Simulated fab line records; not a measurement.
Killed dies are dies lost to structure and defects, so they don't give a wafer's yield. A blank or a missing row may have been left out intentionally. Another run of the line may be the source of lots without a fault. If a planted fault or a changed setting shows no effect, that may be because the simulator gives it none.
Split-lot experiment    flow n5-finfet    route with 1938 steps; 7 lots, 21 wafers read

## SPLIT DETAILS
At N5_BEOL_M6_COAT_60 (time 60 s, resist thk 35 nm), the setting spin-rpm was moved away from the recipe's 1500 rpm on 7 of the 21 wafers read, by -9.3% to +10.5%. All remaining wafers had this setting at the recipe value.

## THE PATH FROM SPLIT TO READING: the file shows 1 step between them
- N5_BEOL_M6_ETCH_61: etches SiARC in CF4, target depth 45.5 nm, time 75.8 s (also split here: bias-w)

## THE READING
SiARC_of_BEOL_M6_COAT_60.thk-nm (the simulator's own value, which no gauge read), in nm, at N5_BEOL_M6_ETCH_62 (etches SOC in N2/H2, target depth 110 nm, overetch 22 nm, time 165 s). No usual value for it is given in the file. Across the 14 wafers here that went through the recipe, the average is 28.0 nm and the standard deviation 0.33 nm.

wafer   tool, chamber at the split  spin-rpm as run, rpm  against the recipe  SiARC_of_BEOL_M6_COAT_60.thk-nm, nm  against lot-mates on the recipe
L082.2  litho-track-02, 0           1500                  recipe              28                                   -
L082.6  litho-track-02, 0           1500                  recipe              28                                   -
L082.4  litho-track-02, 0           1500                  recipe              28.6                                 -
L081.1  litho-track-04, 0           1500                  recipe              28.4                                 -
L081.2  litho-track-04, 0           1500                  recipe              28.4                                 -
L081.3  litho-track-04, 0           1500                  recipe              28                                   -
L083.3  litho-track-04, 0           1500                  recipe              28                                   -
L083.4  litho-track-04, 0           1386                  -7.6%               29                                   +1.2
L083.6  litho-track-04, 0           1500                  recipe              27.6                                 -
L088.1  litho-track-02, 0           1500                  recipe              27.8                                 -
L088.6  litho-track-02, 0           1500                  recipe              27.8                                 -
L088.4  litho-track-02, 0           1500                  recipe              27.6                                 -
L087.1  litho-track-02, 0           1500                  recipe              27.6                                 -
L087.2  litho-track-02, 0           1406                  -6.3%               28.8                                 +1.2
L087.3  litho-track-02, 0           1406                  -6.3%               29.4                                 +1.8
L086.1  litho-track-04, 0           1360                  -9.3%               29.8                                 +1.4
L086.2  litho-track-04, 0           1360                  -9.3%               29.8                                 +1.4
L086.3  litho-track-04, 0           1500                  recipe              28.4                                 -
L090.2  litho-track-02, 0           1658                  +10.5%              26                                   -2.4
L090.4  litho-track-02, 0           1658                  +10.5%              26                                   -2.4
L090.6  litho-track-02, 0           1500                  recipe              28.4                                 -

FIT RESULTS
A straight line over all 21 wafers: SiARC_of_BEOL_M6_COAT_60.thk-nm changes by -0.182 nm for each +1% of spin-rpm; r = -0.95; the points scatter about the line by 0.32 nm.
The same after taking each lot's own level away (the mean of its wafers on the recipe; 21 wafers): -0.199 nm for each +1%; r = -0.97; scatter 0.27 nm.
Per that fit: largest spin-rpm move, reading shift of 2.1 nm.
From 27.60 to 28.40 nm: that is the span of the lots' own levels, equal to 2.4 times the standard deviation above.
So the lot-to-lot level changes the slope little: the two slopes agree.
Check: with one of the wafers moved furthest among these (+10.5%) left out of the fit, the line predicts -2.05 nm for it against its lot-mates. Against them it came out at -2.4 nm.

## THE OTHER SPLITS THESE WAFERS WENT THROUGH
Before the reading, these wafers also passed through other splits. Each is held against what the fit with the lots' levels taken away leaves over:
other split on the same wafers  wafers away from the commonest value  r with SiARC_of_BEOL_M6_COAT_60.thk-nm (lot level and that fit taken away)
N5_BEOL_M5_EXPOSE_08 dose-mj    7                                     +0.14
N5_BEOL_M5_ETCH_62 source-w     6                                     -0.38
N5_BEOL_M6_ETCH_61 bias-w       7                                     +0.32

## THE WHOLE CHAIN: every reading that the file lists as answering this split, in the file's order
step                what it does                                                          reading                                                                             change (the file's fit)                r (the file's)
N5_BEOL_M6_COAT_60  time 60 s, resist thk 35 nm                                           SiARC_of_BEOL_M6_COAT_60.thk-nm (the simulator's own value, which no gauge read)    -0.18 nm for each +1% of the setting   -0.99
N5_BEOL_M6_ETCH_61  etches SiARC in CF4, target depth 45.5 nm, time 75.8 s                etch.depth-nm (the simulator's own value, which no gauge read)                      -0.182 nm for each +1% of the setting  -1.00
N5_BEOL_M6_ETCH_61  etches SiARC in CF4, target depth 45.5 nm, time 75.8 s                CAR-ArF_of_BEOL_M6_COAT_05.thk-nm (the simulator's own value, which no gauge read)  +0.174 nm for each +1% of the setting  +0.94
N5_BEOL_M6_ETCH_62  etches SOC in N2/H2, target depth 110 nm, overetch 22 nm, time 165 s  SiARC_of_BEOL_M6_COAT_60.thk-nm (the simulator's own value, which no gauge read)    -0.193 nm for each +1% of the setting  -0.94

## FILE'S OWN FIT
SiARC_of_BEOL_M6_COAT_60.thk-nm changes by -0.193 nm for each +1% of spin-rpm, r = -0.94.
